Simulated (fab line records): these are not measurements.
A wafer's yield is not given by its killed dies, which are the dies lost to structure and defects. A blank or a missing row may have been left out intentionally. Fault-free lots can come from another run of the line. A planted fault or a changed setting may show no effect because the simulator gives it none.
Split-lot experiment :: flow n5Finfet :: 21 wafers read from 7 lots, route of 1938 steps

SPLIT DETAILS
At N5_BEOL_M6_ETCH_62 (etches SOC in N2/H2, target depth 110 nm, overetch 22 nm, time 165 s), the setting timeS was moved away from the recipe's 165 s on 4 of the 21 wafers read, by +5.6% to +11.2%. This setting was run at the recipe's value on the other wafers.

FROM THE SPLIT TO THE READING: what the file shows between them, 2 steps
- N5_BEOL_M6_STRIP_68: strips in N2/H2
- N5_BEOL_M6_STRIP_67: strips in CF4

THE READING
etch.depthNm (the simulator's own value, which no gauge read), in nm, at N5_BEOL_M6_HM_OPEN_17 (chemistry Cl2/BCl3, target TiN, target depth 20 nm, overetch 6 nm). The file does not state a usual value for it. Average 19.94 nm, standard deviation 0.23 nm, over the 17 wafers here run with the recipe.

wafer: L074.1
tool, chamber at the split: rieDiel-06, 2
timeS as run, s: 165
against the recipe: recipe
etch.depthNm, nm: 20.13
against lot-mates on the recipe: -

wafer: L074.2
tool, chamber at the split: rieDiel-06, 1
timeS as run, s: 165
against the recipe: recipe
etch.depthNm, nm: 19.87
against lot-mates on the recipe: -

wafer: L074.5
tool, chamber at the split: rieDiel-06, 1
timeS as run, s: 165
against the recipe: recipe
etch.depthNm, nm: 19.79
against lot-mates on the recipe: -

wafer: L082.2
tool, chamber at the split: rieDiel-06, 3
timeS as run, s: 174.3
against the recipe: +5.6%
etch.depthNm, nm: 19.46
against lot-mates on the recipe: -0.85

wafer: L082.5
tool, chamber at the split: rieDiel-06, 3
timeS as run, s: 174.3
against the recipe: +5.6%
etch.depthNm, nm: 19.35
against lot-mates on the recipe: -0.96

wafer: L082.6
tool, chamber at the split: rieDiel-06, 2
timeS as run, s: 165
against the recipe: recipe
etch.depthNm, nm: 20.31
against lot-mates on the recipe: -

wafer: L084.4
tool, chamber at the split: rieDiel-03, 3,2
timeS as run, s: 183.4
against the recipe: +11.2%
etch.depthNm, nm: 18
against lot-mates on the recipe: -1.64

wafer: L084.5
tool, chamber at the split: rieDiel-03, 0
timeS as run, s: 165
against the recipe: recipe
etch.depthNm, nm: 19.64
against lot-mates on the recipe: -

wafer: L084.6
tool, chamber at the split: rieDiel-03, 3,2
timeS as run, s: 183.4
against the recipe: +11.2%
etch.depthNm, nm: 18.21
against lot-mates on the recipe: -1.43

wafer: L086.1
tool, chamber at the split: rieDiel-03, 0
timeS as run, s: 165
against the recipe: recipe
etch.depthNm, nm: 20.09
against lot-mates on the recipe: -

wafer: L086.4
tool, chamber at the split: rieDiel-03, 0
timeS as run, s: 165
against the recipe: recipe
etch.depthNm, nm: 19.95
against lot-mates on the recipe: -

wafer: L086.5
tool, chamber at the split: rieDiel-03, 2
timeS as run, s: 165
against the recipe: recipe
etch.depthNm, nm: 20.11
against lot-mates on the recipe: -

wafer: L091.1
tool, chamber at the split: rieDiel-04, 2
timeS as run, s: 165
against the recipe: recipe
etch.depthNm, nm: 19.82
against lot-mates on the recipe: -

wafer: L091.4
tool, chamber at the split: rieDiel-04, 3
timeS as run, s: 165
against the recipe: recipe
etch.depthNm, nm: 19.88
against lot-mates on the recipe: -

wafer: L091.5
tool, chamber at the split: rieDiel-04, 2
timeS as run, s: 165
against the recipe: recipe
etch.depthNm, nm: 20.12
against lot-mates on the recipe: -

wafer: L092.3
tool, chamber at the split: rieDiel-04, 1
timeS as run, s: 165
against the recipe: recipe
etch.depthNm, nm: 19.67
against lot-mates on the recipe: -

wafer: L092.5
tool, chamber at the split: rieDiel-04, 0,3
timeS as run, s: 165
against the recipe: recipe
etch.depthNm, nm: 20.29
against lot-mates on the recipe: -

wafer: L092.6
tool, chamber at the split: rieDiel-04, 0,3
timeS as run, s: 165
against the recipe: recipe
etch.depthNm, nm: 20.22
against lot-mates on the recipe: -

wafer: L093.3
tool, chamber at the split: rieDiel-04, 3
timeS as run, s: 165
against the recipe: recipe
etch.depthNm, nm: 19.76
against lot-mates on the recipe: -

wafer: L093.4
tool, chamber at the split: rieDiel-04, 0
timeS as run, s: 165
against the recipe: recipe
etch.depthNm, nm: 19.7
against lot-mates on the recipe: -

wafer: L093.6
tool, chamber at the split: rieDiel-04, 3
timeS as run, s: 165
against the recipe: recipe
etch.depthNm, nm: 19.61
against lot-mates on the recipe: -
When a row names more than one chamber, that row covers several wafers, and the file does not tell which wafer ran in which chamber.

FIT RESULTS
A straight line over all 21 wafers: etch.depthNm changes by -0.152 nm for each +1% of timeS; r = -0.92; the points scatter about the line by 0.24 nm.
The same after taking each lot's own level away (the mean of its wafers on the recipe; 21 wafers): -0.142 nm for each +1%; r = -0.96; scatter 0.15 nm.
That fit puts the effect of the largest move of timeS on the reading at 1.6 nm.
From 19.640 to 20.310 nm: that is the span of the lots' own levels, equal to 3.0 times the standard deviation above.
Consequently the slope shifts little with the lot-to-lot level, the two slopes agreeing.
Check: for one of the wafers moved furthest among these (+11.2%), held out of the fit, the line's prediction against its lot-mates is -1.55 nm. Against them it came out at -1.64 nm.

FURTHER SPLITS ON THESE WAFERS
Other splits were also applied to these wafers ahead of the reading. Each is held against what the fit with the lots' levels taken away leaves over:
other split on the same wafers: N5_BEOL_M4_ETCH_64 biasW
wafers away from the commonest value: 9
r with etch.depthNm (lot level and that fit taken away): +0.01

other split on the same wafers: N5_BEOL_M4_COAT_22 spinRpm
wafers away from the commonest value: 4
r with etch.depthNm (lot level and that fit taken away): +0.14

other split on the same wafers: N5_BEOL_M5_COAT_05 spinRpm
wafers away from the commonest value: 9
r with etch.depthNm (lot level and that fit taken away): +0.01

other split on the same wafers: N5_BEOL_M5_ETCH_62 sourceW
wafers away from the commonest value: 10
r with etch.depthNm (lot level and that fit taken away): +0.05

other split on the same wafers: N5_BEOL_M5_EXPOSE_25 doseMj
wafers away from the commonest value: 9
r with etch.depthNm (lot level and that fit taken away): -0.09

other split on the same wafers: N5_BEOL_M5_ETCH_68 biasW
wafers away from the commonest value: 10
r with etch.depthNm (lot level and that fit taken away): -0.07

THE WHOLE CHAIN: every reading that the file lists as answering this split, in the file's order
step: N5_BEOL_M6_ETCH_62
what it does: etches SOC in N2/H2, target depth 110 nm, overetch 22 nm, time 165 s
reading: SiARC_of_BEOL_M6_COAT_60.thkNm (the simulator's own value, which no gauge read)
change (the file's fit): -0.1 nm for each +1% of the setting
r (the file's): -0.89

step: N5_BEOL_M6_HM_OPEN_17
what it does: chemistry Cl2/BCl3, target TiN, target depth 20 nm, overetch 6 nm
reading: etch.depthNm (the simulator's own value, which no gauge read)
change (the file's fit): -0.142 nm for each +1% of the setting
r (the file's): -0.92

THE FILE'S OWN FIT
etch.depthNm changes by -0.142 nm for each +1% of timeS, r = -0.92.
